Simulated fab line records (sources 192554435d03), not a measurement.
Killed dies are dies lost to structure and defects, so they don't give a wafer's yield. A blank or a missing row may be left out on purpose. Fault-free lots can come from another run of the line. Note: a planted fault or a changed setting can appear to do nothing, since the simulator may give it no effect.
Which tool did it?    flow n5Finfet    24 lots, 72 wafers sampled, at 2 steps of a route of 1938

## WHAT THE GAUGES SHOWED, per wafer
N5_BEOL_M7_CD_MEAS_18: pitch 80 nm, target cd 40 nm. Usual: 40.3 nm for cdNm, sd 0.79.
lot   measured      on        cdNm (nm)       flag
L075  day 10 02:50  cdSem-02  39.6 41.1 40.5  
L077  day 10 12:32  cdSem-01  41.0 40.8 41.0  
L074  day 10 15:20  cdSem-01  39.8 38.7 39.3  
L076  day 10 15:28  cdSem-03  40.2 40.4 40.7  
L079  day 11 13:27  cdSem-03  40.6 41.6 40.3  
L078  day 11 16:04  cdSem-03  39.8 38.5 39.6  
L081  day 11 23:11  cdSem-03  39.8 40.4 40.7  
L080  day 12 06:21  cdSem-01  40.5 40.6 40.0  
L083  day 12 20:40  cdSem-03  41.6 40.9 40.1  
L084  day 13 05:55  cdSem-03  39.6 39.2 39.4  
L082  day 13 06:05  cdSem-03  41.3 39.7 40.3  
L085  day 13 08:22  cdSem-03  39.1 40.9 39.6  
L086  day 13 11:29  cdSem-03  40.4 41.0 40.4  
L087  day 13 14:49  cdSem-01  40.8 41.5 40.8  
L088  day 14 07:51  cdSem-03  40.1 39.8 39.8  
L090  day 14 12:01  cdSem-02  40.9 40.7 40.1  
L089  day 14 12:26  cdSem-01  40.6 40.9 41.2  
L091  day 14 16:16  cdSem-02  41.5 42.0 40.6  
L092  day 14 23:19  cdSem-01  41.0 40.4 40.6  
L093  day 14 23:28  cdSem-03  40.6 41.4 41.2  
L097  day 15 08:03  cdSem-02  38.8 39.9 38.7  
L094  day 15 17:29  cdSem-03  39.0 39.7 39.3  
L095  day 15 23:17  cdSem-01  39.0 39.7 39.0  
L096  day 16 04:17  cdSem-01  40.5 40.5 40.3  

N5_BEOL_M7_CD_MEAS_28: the cd target is 40 nm. Usual: 40.08 nm for cdNm, sd 0.27.
lot   measured      on        cdNm (nm)          flag
L075  day 10 06:02  cdSem-01  40.07 40.32 39.82  
L077  day 10 13:02  cdSem-03  40.08 39.60 40.18  
L074  day 10 17:01  cdSem-03  39.96 40.20 40.46  
L076  day 10 17:04  cdSem-03  39.65 39.92 40.03  
L079  day 11 14:01  cdSem-03  40.61 40.17 40.37  
L078  day 11 17:44  cdSem-01  40.26 40.60 39.95  
L081  day 12 00:52  cdSem-02  40.30 40.18 40.05  
L080  day 12 06:56  cdSem-02  40.36 39.98 40.05  
L083  day 12 23:38  cdSem-02  40.51 40.17 40.08  
L084  day 13 06:28  cdSem-02  39.83 39.82 40.40  
L082  day 13 06:30  cdSem-01  40.05 39.43 39.73  
L085  day 13 09:35  cdSem-01  40.45 40.12 40.00  
L086  day 13 13:05  cdSem-01  40.01 40.02 39.52  
L087  day 13 15:13  cdSem-02  40.11 40.08 40.07  
L088  day 14 08:10  cdSem-03  39.63 40.27 39.82  
L090  day 14 14:04  cdSem-01  39.98 39.60 39.89  
L089  day 14 14:17  cdSem-03  40.10 40.07 40.22  
L091  day 14 16:35  cdSem-01  39.77 40.22 40.29  
L092  day 15 01:32  cdSem-02  40.01 40.34 40.16  
L093  day 15 01:22  cdSem-03  39.65 40.56 40.06  
L097  day 15 10:30  cdSem-02  39.95 39.61 40.03  
L094  day 15 21:59  cdSem-02  39.68 39.96 39.81  
L095  day 16 00:59  cdSem-03  39.56 39.94 40.69  
L096  day 16 05:13  cdSem-02  40.59 40.38 39.89  

## WHICH TOOL RAN EACH LOT (tool, then ch and the chambers of the sampled wafers, then the start)
There is no process step in the record ahead of these readings.

## AS READ BY THE TOOLS THEMSELVES (means over the sampled wafers that have a number; for cases with no such wafer, the mark the record gives instead)
The record holds no such reading with a usual standard deviation.

## THE ANSWER, worked out from the rows above alone
Rule: a lot is off if the mean of its wafers that have a number lies more than 3 standard deviations from the usual mean. Also off: a lot with no number at a reading for which 4 or more lots have one. The other lots that the step has rows for count as sound. The gauges are gone through in route order, then the tools' own readings, and for those a lot's mean is taken as printed above. The first step at which some lot is off is used, and at that step the reading that is off furthest; a lot without a number counts as furthest.
No lot is off on any of the readings shown, so nothing can be concluded from this.

## WHAT THE SIMULATOR PUT IN
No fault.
